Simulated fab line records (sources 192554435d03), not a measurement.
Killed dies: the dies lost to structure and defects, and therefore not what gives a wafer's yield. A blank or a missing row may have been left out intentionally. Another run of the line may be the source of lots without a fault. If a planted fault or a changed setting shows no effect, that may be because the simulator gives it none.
Comparing a struck lot with a sound one -- flow n5Finfet -- 15 steps out of a route of 1938
Sound: the wafers L396.1, L396.4, L396.6. Wafers L394.2, L394.3 were the ones struck. The cause comes at the end.
For every step that has rows: the tool of each side, followed by ch and its chambers, followed by its first start. Under that, the readings that differ: sound wafers -- struck wafers -- difference of the means -- sigmas: that difference in standard deviations of wafers without a fault.
alike: readings whose means differ by less than 2 such deviations, and words and numbers that are the same on both sides. not compared: withheld readings, readings that some wafer has no value for, bounds like >300 that may hide the same value, and numbers for which the record gives no deviation and whose values overlap.
A row with sigmas, a row that says differs or no value, or rows on one side alone: a step with any of these is where the two part. Non-overlapping numbers with no deviation appear without sigmas and do not part them. A reading missing from all wafers of one side parts the sides only when that side holds two or more wafers.

N5_BEOL_M6_TRENCH_ETCH_37: etches SiCOH lowk in C4F6/O2, target depth 94.435 nm, time 31.5 s.
  sound: rieDiel-03 ch 2,3; struck: rieDiel-03 ch 2,3
  alike: chamberPressureMTorr, drypumpMotorCurrentA, oes_ar_750_au, oesProductAu, rfVppV, showerheadPlenumPTorr, throttleValvePct
  not compared: rfHoursCounterH
N5_BEOL_M6_ETCH_41: etches SiCN in CH3F/O2, target depth 29.7 nm, time 52 s.
  sound: rieDiel-03 ch 2,3; struck: rieDiel-03 ch 2,3
  alike: chamberPressureMTorr, drypumpMotorCurrentA, oesProductAu, rfVppV, showerheadPlenumPTorr, throttleValvePct
  not compared: rfHoursCounterH
then, 1 step without rows for these wafers: N5_BEOL_M6_STRIP_80 (strips in N2/H2, time 10 s).
N5_BEOL_M6_OCD_MEAS_38:
  sound on ocd-01 at day 14 09:51; struck on ocd-01 at day 13 04:35
  alike: trenchDepthNm
then, 4 steps without rows for these wafers: N5_BEOL_M6_HM_STRIP_39 (strips TiN in peroxide tin strip, target depth 25 nm, time 158 s); N5_BEOL_M6_SRD_40 (time 30 s); N5_BEOL_M6_PRECLEAN_42 (cleans in residue remover, time 60 s); N5_BEOL_M6_SRD_43 (time 30 s).
N5_BEOL_M6_CD_MEAS_35: target cd 40 nm, target cd y 28 nm.
  sound on cdSem-02 at day 14 10:01; struck on cdSem-01 at day 13 04:45
  alike: cdNm
then, 1 step without rows for these wafers: N5_BEOL_M6_CURE_75 (cures SiCOH lowk, time 120 s).
N5_BEOL_M6_DEGAS_44: time 60 s.
  sound on pvdSputter-01 at day 14 10:30; struck on pvdSputter-02 at day 13 05:25
  alike: heaterPowerW
N5_BEOL_M6_PRE_CLEAN_45: time 30 s.
  sound on pvdSputter-01 at day 14 10:32; struck on pvdSputter-02 at day 13 05:27
  alike: heaterPowerW
N5_BEOL_M6_ALD_77: deposits TaN, target thk 2 nm, pulse time 2 s, purge time 3 s.
  sound on aldMetal-04 ch 0,2,3, day 14 10:36; struck on aldMetal-03 ch 2,3, day 13 05:31
reading,sound,struck,difference,sigmas
coReactantPulseTimeS (s),3 3 3,3.5354 3.5354,+0.5354,
heaterPowerW (W),364 367 358,483 485,+121,+2
  alike: mfcCarrierSccm
N5_BEOL_M6_SURFACE_TREAT_79:
  sound on pvdSputter-01 at day 14 10:59; struck on pvdSputter-01 at day 13 05:48
  not compared: pressureMtorr, throttleValvePct
-- record jumps: 4 days separate the struck wafers' starts on either side; left off in module BEOL_M6, taken up again in module PASSIVATION, whose first shown step is the route's number 1936 --
N5_PASSIVATION_PROBE_49:
  sound on prober-01 at day 18 01:52; struck on prober-02 at day 16 23:00
  alike: defectLimitedYield, killed_at_M0_to_M3, killed_at_M4_up, killedAtContacts, killedAtFrontEnd, killedAtOther, killedDies, killedOnRim, killedOpen, killedShort, sort_bin_5_function, sort_bin_6_memory, sort_bin_8_speed, sortNPass, sortYieldPct

WHERE THEY PART
Within this record, at N5_BEOL_M6_ALD_77 only. Later steps at which nothing parts them and some readings are alike: N5_PASSIVATION_PROBE_49.

WHY: the cause the simulator had injected
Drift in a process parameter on aldMetal-03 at N5_BEOL_M6_ALD_77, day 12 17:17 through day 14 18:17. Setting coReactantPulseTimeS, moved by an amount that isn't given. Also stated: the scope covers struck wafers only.
